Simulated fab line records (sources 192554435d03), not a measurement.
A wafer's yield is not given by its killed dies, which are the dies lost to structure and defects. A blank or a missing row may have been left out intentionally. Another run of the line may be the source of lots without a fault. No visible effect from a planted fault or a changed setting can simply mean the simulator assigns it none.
Which of the tools did it? / flow n5_finfet / 15 lots with 45 wafers sampled at 7 steps, on a route of 1938 steps

## WHAT EACH GAUGE READ, for each wafer
N5_BEOL_M9_THK_MEAS_01. Usual: M9_ILD_THK typically reads 269 nm, with standard deviation 3.4.
lot=L742; measured=day 9 12:36; on=film_metro-01; M9_ILD_THK (nm)=265 268 269; flag=
lot=L743; measured=day 9 23:23; on=film_metro-02; M9_ILD_THK (nm)=269 273 271; flag=
lot=L744; measured=day 10 08:58; on=film_metro-02; M9_ILD_THK (nm)=267 273 272; flag=
lot=L745; measured=day 11 00:31; on=film_metro-02; M9_ILD_THK (nm)=269 270 274; flag=
lot=L746; measured=day 11 01:18; on=film_metro-01; M9_ILD_THK (nm)=271 276 277; flag=
lot=L748; measured=day 11 05:24; on=film_metro-02; M9_ILD_THK (nm)=262 267 271; flag=
lot=L755; measured=day 13 03:57; on=film_metro-02; M9_ILD_THK (nm)=267 266 269; flag=
lot=L758; measured=day 13 22:58; on=film_metro-01; M9_ILD_THK (nm)=269 275 274; flag=
lot=L757; measured=day 13 22:08; on=film_metro-02; M9_ILD_THK (nm)=266 265 272; flag=
lot=L760; measured=day 14 04:46; on=film_metro-01; M9_ILD_THK (nm)=265 264 273; flag=
lot=L759; measured=day 14 04:37; on=film_metro-02; M9_ILD_THK (nm)=271 272 269; flag=
lot=L761; measured=day 14 15:02; on=film_metro-02; M9_ILD_THK (nm)=264 269 267; flag=
lot=L762; measured=day 14 18:34; on=film_metro-02; M9_ILD_THK (nm)=269 267 273; flag=
lot=L763; measured=day 15 08:26; on=film_metro-01; M9_ILD_THK (nm)=266 267 271; flag=
lot=L765; measured=day 15 17:14; on=film_metro-01; M9_ILD_THK (nm)=270 268 273; flag=

N5_BEOL_M9_CD_MEAS_18: pitch 140 nm, target cd 70 nm. Usual: cd_nm at 70.1 nm, with a standard deviation of 0.59.
lot=L742; measured=day 9 14:16; on=cd_sem-01; cd_nm (nm)=70.6 70.1 70.0; flag=
lot=L743; measured=day 10 04:49; on=cd_sem-01; cd_nm (nm)=69.4 70.0 69.5; flag=
lot=L744; measured=day 10 12:02; on=cd_sem-01; cd_nm (nm)=69.7 70.5 70.1; flag=
lot=L745; measured=day 11 01:44; on=cd_sem-02; cd_nm (nm)=- - -; flag=OFF
lot=L746; measured=day 11 04:20; on=cd_sem-03; cd_nm (nm)=- - -; flag=OFF
lot=L748; measured=day 11 08:18; on=cd_sem-03; cd_nm (nm)=- - -; flag=OFF
lot=L755; measured=day 13 05:57; on=cd_sem-02; cd_nm (nm)=70.2 70.8 70.0; flag=
lot=L758; measured=day 14 00:38; on=cd_sem-01; cd_nm (nm)=69.8 69.7 70.6; flag=
lot=L757; measured=day 14 00:01; on=cd_sem-01; cd_nm (nm)=70.3 69.7 70.5; flag=
lot=L760; measured=day 14 08:01; on=cd_sem-02; cd_nm (nm)=70.7 69.9 70.6; flag=
lot=L759; measured=day 14 07:41; on=cd_sem-01; cd_nm (nm)=71.1 70.6 71.0; flag=
lot=L761; measured=day 14 17:44; on=cd_sem-01; cd_nm (nm)=69.6 70.7 69.6; flag=
lot=L762; measured=day 14 20:41; on=cd_sem-02; cd_nm (nm)=69.9 69.7 69.1; flag=
lot=L763; measured=day 15 12:10; on=cd_sem-03; cd_nm (nm)=71.3 69.8 70.2; flag=
lot=L765; measured=day 15 19:11; on=cd_sem-02; cd_nm (nm)=70.2 69.2 70.0; flag=

## WHAT TOOL EACH LOT RAN ON (gives the tool, then ch and the chambers of the sampled wafers, and finally the start)
lot=L742; N5_BEOL_M8_ALD_77=ald_metal-03 ch 1,3, day 9 10:05; N5_BEOL_M8_DEP_56=pecvd-04 ch 0,1, day 9 11:37; N5_BEOL_M9_ETCH_61=rie_diel-01 ch 2,3, day 9 13:50; N5_BEOL_M9_ETCH_62=rie_diel-01 ch 2,3, day 9 13:53; N5_BEOL_M9_HM_OPEN_17=rie_metal-01 ch 0,1, day 9 14:07
lot=L743; N5_BEOL_M8_ALD_77=ald_metal-03 ch 0,1, day 9 21:10; N5_BEOL_M8_DEP_56=pecvd-01 ch 0,1,2, day 9 22:38; N5_BEOL_M9_ETCH_61=rie_diel-04 ch 0,2,3, day 10 04:16; N5_BEOL_M9_ETCH_62=rie_diel-04 ch 0,2,3, day 10 04:19; N5_BEOL_M9_HM_OPEN_17=rie_metal-01 ch 0,1, day 10 04:31
lot=L744; N5_BEOL_M8_ALD_77=ald_metal-03 ch 0,1,2, day 10 05:14; N5_BEOL_M8_DEP_56=pecvd-04 ch 0,1, day 10 08:11; N5_BEOL_M9_ETCH_61=rie_diel-03 ch 1,2,3, day 10 11:29; N5_BEOL_M9_ETCH_62=rie_diel-03 ch 1,2,3, day 10 11:32; N5_BEOL_M9_HM_OPEN_17=rie_metal-02 ch 0,1, day 10 11:44
lot=L745; N5_BEOL_M8_ALD_77=ald_metal-02 ch 0,1,2, day 10 22:04; N5_BEOL_M8_DEP_56=pecvd-04 ch 0,1, day 10 23:46; N5_BEOL_M9_ETCH_61=rie_diel-01 ch 0,1,2, day 11 01:10; N5_BEOL_M9_ETCH_62=rie_diel-01 ch 0,1,2, day 11 01:13; N5_BEOL_M9_HM_OPEN_17=rie_metal-01 ch 0,1, day 11 01:24
lot=L746; N5_BEOL_M8_ALD_77=ald_metal-03 ch 0,1,3, day 10 22:20; N5_BEOL_M8_DEP_56=pecvd-02 ch 1,2, day 11 00:02; N5_BEOL_M9_ETCH_61=rie_diel-01 ch 0,2, day 11 03:55; N5_BEOL_M9_ETCH_62=rie_diel-01 ch 0,2, day 11 03:58; N5_BEOL_M9_HM_OPEN_17=rie_metal-02 ch 0,1, day 11 04:09
lot=L748; N5_BEOL_M8_ALD_77=ald_metal-01 ch 2,3, day 11 03:02; N5_BEOL_M8_DEP_56=pecvd-02 ch 0,1,2, day 11 04:40; N5_BEOL_M9_ETCH_61=rie_diel-01 ch 1,2, day 11 07:50; N5_BEOL_M9_ETCH_62=rie_diel-01 ch 1,2, day 11 07:53; N5_BEOL_M9_HM_OPEN_17=rie_metal-02 ch 0,1, day 11 08:04
lot=L755; N5_BEOL_M8_ALD_77=ald_metal-03 ch 2,3, day 13 01:26; N5_BEOL_M8_DEP_56=pecvd-01 ch 0,1, day 13 03:14; N5_BEOL_M9_ETCH_61=rie_diel-01 ch 0,1,3, day 13 05:32; N5_BEOL_M9_ETCH_62=rie_diel-01 ch 0,1,3, day 13 05:35; N5_BEOL_M9_HM_OPEN_17=rie_metal-02 ch 0,1, day 13 05:46
lot=L758; N5_BEOL_M8_ALD_77=ald_metal-03 ch 0,2, day 13 19:51; N5_BEOL_M8_DEP_56=pecvd-04 ch 1,2, day 13 21:46; N5_BEOL_M9_ETCH_61=rie_diel-04 ch 1,2, day 14 00:08; N5_BEOL_M9_ETCH_62=rie_diel-04 ch 1,2, day 14 00:11; N5_BEOL_M9_HM_OPEN_17=rie_metal-02 ch 0,1, day 14 00:25
lot=L757; N5_BEOL_M8_ALD_77=ald_metal-01 ch 2,3, day 13 19:56; N5_BEOL_M8_DEP_56=pecvd-02 ch 0,1,2, day 13 21:25; N5_BEOL_M9_ETCH_61=rie_diel-04 ch 1,2, day 13 23:35; N5_BEOL_M9_ETCH_62=rie_diel-04 ch 1,2, day 13 23:38; N5_BEOL_M9_HM_OPEN_17=rie_metal-02 ch 0,1, day 13 23:49
lot=L760; N5_BEOL_M8_ALD_77=ald_metal-02 ch 1,2,3, day 14 01:43; N5_BEOL_M8_DEP_56=pecvd-04 ch 1,2, day 14 03:34; N5_BEOL_M9_ETCH_61=rie_diel-03 ch 1,3, day 14 07:24; N5_BEOL_M9_ETCH_62=rie_diel-03 ch 1,3, day 14 07:27; N5_BEOL_M9_HM_OPEN_17=rie_metal-01 ch 0, day 14 07:40
lot=L759; N5_BEOL_M8_ALD_77=ald_metal-03 ch 0,2, day 14 02:04; N5_BEOL_M8_DEP_56=pecvd-02 ch 0,2, day 14 03:53; N5_BEOL_M9_ETCH_61=rie_diel-04 ch 0,2, day 14 07:14; N5_BEOL_M9_ETCH_62=rie_diel-04 ch 0,2, day 14 07:17; N5_BEOL_M9_HM_OPEN_17=rie_metal-03 ch 0,1, day 14 07:28
lot=L761; N5_BEOL_M8_ALD_77=ald_metal-01 ch 1,2,3, day 14 12:46; N5_BEOL_M8_DEP_56=pecvd-01 ch 0,1,2, day 14 14:18; N5_BEOL_M9_ETCH_61=rie_diel-01 ch 0,1,3, day 14 17:11; N5_BEOL_M9_ETCH_62=rie_diel-01 ch 0,1,3, day 14 17:14; N5_BEOL_M9_HM_OPEN_17=rie_metal-01 ch 0, day 14 17:25
lot=L762; N5_BEOL_M8_ALD_77=ald_metal-01 ch 0,1,2, day 14 15:10; N5_BEOL_M8_DEP_56=pecvd-02 ch 0,1,2, day 14 17:22; N5_BEOL_M9_ETCH_61=rie_diel-04 ch 0,2,3, day 14 20:11; N5_BEOL_M9_ETCH_62=rie_diel-04 ch 0,2,3, day 14 20:14; N5_BEOL_M9_HM_OPEN_17=rie_metal-01 ch 0, day 14 20:25
lot=L763; N5_BEOL_M8_ALD_77=ald_metal-01 ch 1,2,3, day 15 05:15; N5_BEOL_M8_DEP_56=pecvd-04 ch 1,2, day 15 07:43; N5_BEOL_M9_ETCH_61=rie_diel-01 ch 0,2,3, day 15 11:37; N5_BEOL_M9_ETCH_62=rie_diel-01 ch 0,2,3, day 15 11:40; N5_BEOL_M9_HM_OPEN_17=rie_metal-03 ch 0,1, day 15 11:50
lot=L765; N5_BEOL_M8_ALD_77=ald_metal-03 ch 0,1,3, day 15 14:59; N5_BEOL_M8_DEP_56=pecvd-04 ch 0,1,2, day 15 16:31; N5_BEOL_M9_ETCH_61=rie_diel-04 ch 0,1,3, day 15 18:46; N5_BEOL_M9_ETCH_62=rie_diel-04 ch 0,1,3, day 15 18:49; N5_BEOL_M9_HM_OPEN_17=rie_metal-03 ch 0,1, day 15 19:00
- N5_BEOL_M8_ALD_77: deposits TaN, target thk 2 nm, pulse time 2 s, purge time 3 s.
- N5_BEOL_M8_DEP_56: deposits SiCN from 3MS/NH3, target thk 10 nm, time 17.5 s.
- N5_BEOL_M9_ETCH_61: etches SiARC in CF4, target depth 39 nm, time 65 s.
- N5_BEOL_M9_ETCH_62: etches SOC in N2/H2, target depth 110 nm, overetch 22 nm, time 165 s.
- N5_BEOL_M9_HM_OPEN_17: chemistry Cl2/BCl3, target TiN, target depth 20 nm, overetch 6 nm.

## WHAT THE TOOLS THEMSELVES READ (means of the sampled wafers that have a number; where no wafer has one, the mark that the record gives instead)
N5_BEOL_M8_ALD_77. Usual: heater_power_w at 409 W, with a standard deviation of 33.
lot=L742; tool=ald_metal-03; heater_power_w (W)=425; flag=
lot=L743; tool=ald_metal-03; heater_power_w (W)=434; flag=
lot=L744; tool=ald_metal-03; heater_power_w (W)=415; flag=
lot=L745; tool=ald_metal-02; heater_power_w (W)=394; flag=
lot=L746; tool=ald_metal-03; heater_power_w (W)=424; flag=
lot=L748; tool=ald_metal-01; heater_power_w (W)=407; flag=
lot=L755; tool=ald_metal-03; heater_power_w (W)=393; flag=
lot=L758; tool=ald_metal-03; heater_power_w (W)=392; flag=
lot=L757; tool=ald_metal-01; heater_power_w (W)=380; flag=
lot=L760; tool=ald_metal-02; heater_power_w (W)=401; flag=
lot=L759; tool=ald_metal-03; heater_power_w (W)=411; flag=
lot=L761; tool=ald_metal-01; heater_power_w (W)=393; flag=
lot=L762; tool=ald_metal-01; heater_power_w (W)=438; flag=
lot=L763; tool=ald_metal-01; heater_power_w (W)=391; flag=
lot=L765; tool=ald_metal-03; heater_power_w (W)=430; flag=

N5_BEOL_M8_DEP_56. Usual: showerhead_plenum_p_Torr 3.666 Torr, standard deviation 0.011; throttle_valve_pct 8.7 %, standard deviation 0.48.
lot=L742; tool=pecvd-04; showerhead_plenum_p_Torr (Torr)=3.669; throttle_valve_pct (%)=8.3; flag=
lot=L743; tool=pecvd-01; showerhead_plenum_p_Torr (Torr)=3.672; throttle_valve_pct (%)=9.2; flag=
lot=L744; tool=pecvd-04; showerhead_plenum_p_Torr (Torr)=3.667; throttle_valve_pct (%)=8.4; flag=
lot=L745; tool=pecvd-04; showerhead_plenum_p_Torr (Torr)=3.668; throttle_valve_pct (%)=8.5; flag=
lot=L746; tool=pecvd-02; showerhead_plenum_p_Torr (Torr)=3.669; throttle_valve_pct (%)=8.5; flag=
lot=L748; tool=pecvd-02; showerhead_plenum_p_Torr (Torr)=3.667; throttle_valve_pct (%)=8.8; flag=
lot=L755; tool=pecvd-01; showerhead_plenum_p_Torr (Torr)=3.667; throttle_valve_pct (%)=9.6; flag=
lot=L758; tool=pecvd-04; showerhead_plenum_p_Torr (Torr)=3.656; throttle_valve_pct (%)=8.4; flag=
lot=L757; tool=pecvd-02; showerhead_plenum_p_Torr (Torr)=3.672; throttle_valve_pct (%)=8.9; flag=
lot=L760; tool=pecvd-04; showerhead_plenum_p_Torr (Torr)=3.653; throttle_valve_pct (%)=8.7; flag=
lot=L759; tool=pecvd-02; showerhead_plenum_p_Torr (Torr)=3.667; throttle_valve_pct (%)=8.6; flag=
lot=L761; tool=pecvd-01; showerhead_plenum_p_Torr (Torr)=3.667; throttle_valve_pct (%)=9.0; flag=
lot=L762; tool=pecvd-02; showerhead_plenum_p_Torr (Torr)=3.666; throttle_valve_pct (%)=8.9; flag=
lot=L763; tool=pecvd-04; showerhead_plenum_p_Torr (Torr)=3.659; throttle_valve_pct (%)=8.4; flag=
lot=L765; tool=pecvd-04; showerhead_plenum_p_Torr (Torr)=3.666; throttle_valve_pct (%)=8.6; flag=

N5_BEOL_M9_ETCH_61. Usual: bias_w 36.00 W, standard deviation 0.11; cf4_flow_sccm 100.00 sccm, standard deviation 0.29; drypump_motor_current_A 5.8 A, standard deviation 0.59; etch_rf_on_time_s 64.3 s, standard deviation 1; oes_product_au 0.71 a.u., standard deviation 0.084; rf_vpp_V 184.3 V, standard deviation 1.2; showerhead_plenum_p_Torr 2.16 Torr, standard deviation 0.076; throttle_valve_pct 15.54 %, standard deviation 0.19.
lot=L742; tool=rie_diel-01; bias_w (W)=36.16; cf4_flow_sccm (sccm)=99.79; drypump_motor_current_A (A)=6.3; etch_rf_on_time_s (s)=64.4; oes_product_au (a.u.)=0.72; rf_vpp_V (V)=183.1; showerhead_plenum_p_Torr (Torr)=2.07; throttle_valve_pct (%)=15.46; flag=
lot=L743; tool=rie_diel-04; bias_w (W)=36.04; cf4_flow_sccm (sccm)=100.41; drypump_motor_current_A (A)=6.1; etch_rf_on_time_s (s)=65.6; oes_product_au (a.u.)=0.60; rf_vpp_V (V)=183.5; showerhead_plenum_p_Torr (Torr)=2.12; throttle_valve_pct (%)=15.73; flag=
lot=L744; tool=rie_diel-03; bias_w (W)=35.93; cf4_flow_sccm (sccm)=100.01; drypump_motor_current_A (A)=6.0; etch_rf_on_time_s (s)=65.5; oes_product_au (a.u.)=0.66; rf_vpp_V (V)=185.0; showerhead_plenum_p_Torr (Torr)=2.21; throttle_valve_pct (%)=15.59; flag=
lot=L745; tool=rie_diel-01; bias_w (W)=-; cf4_flow_sccm (sccm)=-; drypump_motor_current_A (A)=-; etch_rf_on_time_s (s)=-; oes_product_au (a.u.)=-; rf_vpp_V (V)=-; showerhead_plenum_p_Torr (Torr)=-; throttle_valve_pct (%)=-; flag=OFF
lot=L746; tool=rie_diel-01; bias_w (W)=-; cf4_flow_sccm (sccm)=-; drypump_motor_current_A (A)=-; etch_rf_on_time_s (s)=-; oes_product_au (a.u.)=-; rf_vpp_V (V)=-; showerhead_plenum_p_Torr (Torr)=-; throttle_valve_pct (%)=-; flag=OFF
lot=L748; tool=rie_diel-01; bias_w (W)=-; cf4_flow_sccm (sccm)=-; drypump_motor_current_A (A)=-; etch_rf_on_time_s (s)=-; oes_product_au (a.u.)=-; rf_vpp_V (V)=-; showerhead_plenum_p_Torr (Torr)=-; throttle_valve_pct (%)=-; flag=OFF
lot=L755; tool=rie_diel-01; bias_w (W)=36.07; cf4_flow_sccm (sccm)=99.88; drypump_motor_current_A (A)=5.6; etch_rf_on_time_s (s)=63.8; oes_product_au (a.u.)=0.72; rf_vpp_V (V)=185.3; showerhead_plenum_p_Torr (Torr)=2.17; throttle_valve_pct (%)=15.47; flag=
lot=L758; tool=rie_diel-04; bias_w (W)=35.88; cf4_flow_sccm (sccm)=99.94; drypump_motor_current_A (A)=5.9; etch_rf_on_time_s (s)=65.0; oes_product_au (a.u.)=0.78; rf_vpp_V (V)=183.4; showerhead_plenum_p_Torr (Torr)=2.13; throttle_valve_pct (%)=15.44; flag=
lot=L757; tool=rie_diel-04; bias_w (W)=36.05; cf4_flow_sccm (sccm)=100.03; drypump_motor_current_A (A)=5.6; etch_rf_on_time_s (s)=63.6; oes_product_au (a.u.)=0.76; rf_vpp_V (V)=184.4; showerhead_plenum_p_Torr (Torr)=2.15; throttle_valve_pct (%)=15.49; flag=
lot=L760; tool=rie_diel-03; bias_w (W)=35.95; cf4_flow_sccm (sccm)=100.19; drypump_motor_current_A (A)=6.2; etch_rf_on_time_s (s)=66.2; oes_product_au (a.u.)=0.63; rf_vpp_V (V)=185.1; showerhead_plenum_p_Torr (Torr)=2.23; throttle_valve_pct (%)=15.63; flag=
lot=L759; tool=rie_diel-04; bias_w (W)=36.07; cf4_flow_sccm (sccm)=100.04; drypump_motor_current_A (A)=5.6; etch_rf_on_time_s (s)=65.1; oes_product_au (a.u.)=0.68; rf_vpp_V (V)=183.8; showerhead_plenum_p_Torr (Torr)=2.17; throttle_valve_pct (%)=15.71; flag=
lot=L761; tool=rie_diel-01; bias_w (W)=35.89; cf4_flow_sccm (sccm)=99.86; drypump_motor_current_A (A)=5.6; etch_rf_on_time_s (s)=64.2; oes_product_au (a.u.)=0.71; rf_vpp_V (V)=183.6; showerhead_plenum_p_Torr (Torr)=2.16; throttle_valve_pct (%)=15.48; flag=
lot=L762; tool=rie_diel-04; bias_w (W)=36.00; cf4_flow_sccm (sccm)=100.04; drypump_motor_current_A (A)=6.1; etch_rf_on_time_s (s)=64.2; oes_product_au (a.u.)=0.75; rf_vpp_V (V)=184.8; showerhead_plenum_p_Torr (Torr)=2.20; throttle_valve_pct (%)=15.47; flag=
lot=L763; tool=rie_diel-01; bias_w (W)=35.96; cf4_flow_sccm (sccm)=99.96; drypump_motor_current_A (A)=6.2; etch_rf_on_time_s (s)=63.7; oes_product_au (a.u.)=0.70; rf_vpp_V (V)=184.0; showerhead_plenum_p_Torr (Torr)=2.13; throttle_valve_pct (%)=15.49; flag=
lot=L765; tool=rie_diel-04; bias_w (W)=36.10; cf4_flow_sccm (sccm)=99.84; drypump_motor_current_A (A)=5.9; etch_rf_on_time_s (s)=63.8; oes_product_au (a.u.)=0.72; rf_vpp_V (V)=184.5; showerhead_plenum_p_Torr (Torr)=2.22; throttle_valve_pct (%)=15.54; flag=

N5_BEOL_M9_ETCH_62. Usual: value, then standard deviation, for each; bias_w 150.0 W / 0.47; chamber_pressure_mTorr 30.002 mTorr / 0.03; drypump_motor_current_A 5.8 A / 0.6; oes_product_au 0.70 a.u. / 0.078; rf_vpp_V 524.6 V / 2.9; showerhead_plenum_p_Torr 2.57 Torr / 0.095; throttle_valve_pct 17.75 % / 0.22.
lot=L742; tool=rie_diel-01; bias_w (W)=150.5; chamber_pressure_mTorr (mTorr)=30.008; drypump_motor_current_A (A)=6.3; oes_product_au (a.u.)=0.70; rf_vpp_V (V)=521.4; showerhead_plenum_p_Torr (Torr)=2.47; throttle_valve_pct (%)=17.71; flag=
lot=L743; tool=rie_diel-04; bias_w (W)=149.8; chamber_pressure_mTorr (mTorr)=30.011; drypump_motor_current_A (A)=6.1; oes_product_au (a.u.)=0.61; rf_vpp_V (V)=523.0; showerhead_plenum_p_Torr (Torr)=2.52; throttle_valve_pct (%)=17.91; flag=
lot=L744; tool=rie_diel-03; bias_w (W)=149.7; chamber_pressure_mTorr (mTorr)=29.987; drypump_motor_current_A (A)=6.0; oes_product_au (a.u.)=0.66; rf_vpp_V (V)=526.2; showerhead_plenum_p_Torr (Torr)=2.62; throttle_valve_pct (%)=17.82; flag=
lot=L745; tool=rie_diel-01; bias_w (W)=149.9; chamber_pressure_mTorr (mTorr)=29.988; drypump_motor_current_A (A)=5.7; oes_product_au (a.u.)=0.34; rf_vpp_V (V)=525.3; showerhead_plenum_p_Torr (Torr)=2.60; throttle_valve_pct (%)=17.64; flag=OFF
lot=L746; tool=rie_diel-01; bias_w (W)=149.6; chamber_pressure_mTorr (mTorr)=30.002; drypump_motor_current_A (A)=6.1; oes_product_au (a.u.)=0.34; rf_vpp_V (V)=527.4; showerhead_plenum_p_Torr (Torr)=2.63; throttle_valve_pct (%)=17.56; flag=OFF
lot=L748; tool=rie_diel-01; bias_w (W)=149.8; chamber_pressure_mTorr (mTorr)=30.028; drypump_motor_current_A (A)=5.3; oes_product_au (a.u.)=0.34; rf_vpp_V (V)=524.3; showerhead_plenum_p_Torr (Torr)=2.56; throttle_valve_pct (%)=17.72; flag=OFF
lot=L755; tool=rie_diel-01; bias_w (W)=150.0; chamber_pressure_mTorr (mTorr)=30.011; drypump_motor_current_A (A)=5.6; oes_product_au (a.u.)=0.71; rf_vpp_V (V)=525.3; showerhead_plenum_p_Torr (Torr)=2.58; throttle_valve_pct (%)=17.68; flag=
lot=L758; tool=rie_diel-04; bias_w (W)=150.2; chamber_pressure_mTorr (mTorr)=29.985; drypump_motor_current_A (A)=5.9; oes_product_au (a.u.)=0.78; rf_vpp_V (V)=523.2; showerhead_plenum_p_Torr (Torr)=2.52; throttle_valve_pct (%)=17.66; flag=
lot=L757; tool=rie_diel-04; bias_w (W)=149.9; chamber_pressure_mTorr (mTorr)=29.988; drypump_motor_current_A (A)=5.6; oes_product_au (a.u.)=0.75; rf_vpp_V (V)=524.9; showerhead_plenum_p_Torr (Torr)=2.54; throttle_valve_pct (%)=17.68; flag=
lot=L760; tool=rie_diel-03; bias_w (W)=150.0; chamber_pressure_mTorr (mTorr)=30.040; drypump_motor_current_A (A)=6.2; oes_product_au (a.u.)=0.63; rf_vpp_V (V)=527.5; showerhead_plenum_p_Torr (Torr)=2.65; throttle_valve_pct (%)=17.80; flag=
lot=L759; tool=rie_diel-04; bias_w (W)=150.1; chamber_pressure_mTorr (mTorr)=30.013; drypump_motor_current_A (A)=5.6; oes_product_au (a.u.)=0.68; rf_vpp_V (V)=525.5; showerhead_plenum_p_Torr (Torr)=2.58; throttle_valve_pct (%)=17.98; flag=
lot=L761; tool=rie_diel-01; bias_w (W)=150.0; chamber_pressure_mTorr (mTorr)=30.000; drypump_motor_current_A (A)=5.6; oes_product_au (a.u.)=0.70; rf_vpp_V (V)=524.8; showerhead_plenum_p_Torr (Torr)=2.57; throttle_valve_pct (%)=17.71; flag=
lot=L762; tool=rie_diel-04; bias_w (W)=150.0; chamber_pressure_mTorr (mTorr)=29.976; drypump_motor_current_A (A)=6.1; oes_product_au (a.u.)=0.74; rf_vpp_V (V)=525.7; showerhead_plenum_p_Torr (Torr)=2.61; throttle_valve_pct (%)=17.69; flag=
lot=L763; tool=rie_diel-01; bias_w (W)=150.0; chamber_pressure_mTorr (mTorr)=30.019; drypump_motor_current_A (A)=6.2; oes_product_au (a.u.)=0.69; rf_vpp_V (V)=523.6; showerhead_plenum_p_Torr (Torr)=2.53; throttle_valve_pct (%)=17.71; flag=
lot=L765; tool=rie_diel-04; bias_w (W)=150.1; chamber_pressure_mTorr (mTorr)=29.992; drypump_motor_current_A (A)=5.9; oes_product_au (a.u.)=0.71; rf_vpp_V (V)=526.1; showerhead_plenum_p_Torr (Torr)=2.63; throttle_valve_pct (%)=17.71; flag=

N5_BEOL_M9_HM_OPEN_17. Usual: drypump_motor_current_A 5.76 A, standard deviation 0.28; oes_product_au 0.68 a.u., standard deviation 0.078; throttle_valve_pct 22.11 %, standard deviation 0.12.
lot=L742; tool=rie_metal-01; drypump_motor_current_A (A)=6.12; oes_product_au (a.u.)=0.69; throttle_valve_pct (%)=22.02; flag=
lot=L743; tool=rie_metal-01; drypump_motor_current_A (A)=5.94; oes_product_au (a.u.)=0.74; throttle_valve_pct (%)=22.02; flag=
lot=L744; tool=rie_metal-02; drypump_motor_current_A (A)=5.44; oes_product_au (a.u.)=0.70; throttle_valve_pct (%)=22.21; flag=
lot=L745; tool=rie_metal-01; drypump_motor_current_A (A)=6.14; oes_product_au (a.u.)=0.30; throttle_valve_pct (%)=22.68; flag=OFF
lot=L746; tool=rie_metal-02; drypump_motor_current_A (A)=5.41; oes_product_au (a.u.)=0.30; throttle_valve_pct (%)=22.87; flag=OFF
lot=L748; tool=rie_metal-02; drypump_motor_current_A (A)=5.46; oes_product_au (a.u.)=0.30; throttle_valve_pct (%)=22.87; flag=OFF
lot=L755; tool=rie_metal-02; drypump_motor_current_A (A)=5.41; oes_product_au (a.u.)=0.67; throttle_valve_pct (%)=22.25; flag=
lot=L758; tool=rie_metal-02; drypump_motor_current_A (A)=5.42; oes_product_au (a.u.)=0.68; throttle_valve_pct (%)=22.24; flag=
lot=L757; tool=rie_metal-02; drypump_motor_current_A (A)=5.49; oes_product_au (a.u.)=0.64; throttle_valve_pct (%)=22.18; flag=
lot=L760; tool=rie_metal-01; drypump_motor_current_A (A)=5.73; oes_product_au (a.u.)=0.75; throttle_valve_pct (%)=22.04; flag=
lot=L759; tool=rie_metal-03; drypump_motor_current_A (A)=5.89; oes_product_au (a.u.)=0.70; throttle_valve_pct (%)=22.17; flag=
lot=L761; tool=rie_metal-01; drypump_motor_current_A (A)=5.71; oes_product_au (a.u.)=0.74; throttle_valve_pct (%)=22.04; flag=
lot=L762; tool=rie_metal-01; drypump_motor_current_A (A)=5.71; oes_product_au (a.u.)=0.74; throttle_valve_pct (%)=22.04; flag=
lot=L763; tool=rie_metal-03; drypump_motor_current_A (A)=5.95; oes_product_au (a.u.)=0.63; throttle_valve_pct (%)=22.06; flag=
lot=L765; tool=rie_metal-03; drypump_motor_current_A (A)=5.92; oes_product_au (a.u.)=0.63; throttle_valve_pct (%)=22.08; flag=

## THE ANSWER, worked out from the rows above alone
Rule: lot off if the mean of its wafers having a number is beyond 3 standard deviations from the usual mean. A lot without any number at a reading at which 4 lots or more have one is off too. The other lots that the step has rows for count as sound. After the gauges, taken in route order, come the tools' own readings; for these a lot's mean is taken, as printed above. At the first step where some lot is off, the reading lying furthest off is the one used; lots without a number count as furthest.
Off: L745, L746, L748, at N5_BEOL_M9_CD_MEAS_18 (cd_nm). Without a number there: L745, L746, L748.
A tool fits if, at a process step before that reading, it ran every lot that is off, and no sound lot after the first of them. The gauges at N5_BEOL_M9_CD_MEAS_18 aren't tried: what is off there is off at N5_BEOL_M9_ETCH_61 too, on other tools, and a gauge's error can't cause that. None of those tried fits.

## WHAT HAD BEEN PUT IN BY THE SIMULATOR
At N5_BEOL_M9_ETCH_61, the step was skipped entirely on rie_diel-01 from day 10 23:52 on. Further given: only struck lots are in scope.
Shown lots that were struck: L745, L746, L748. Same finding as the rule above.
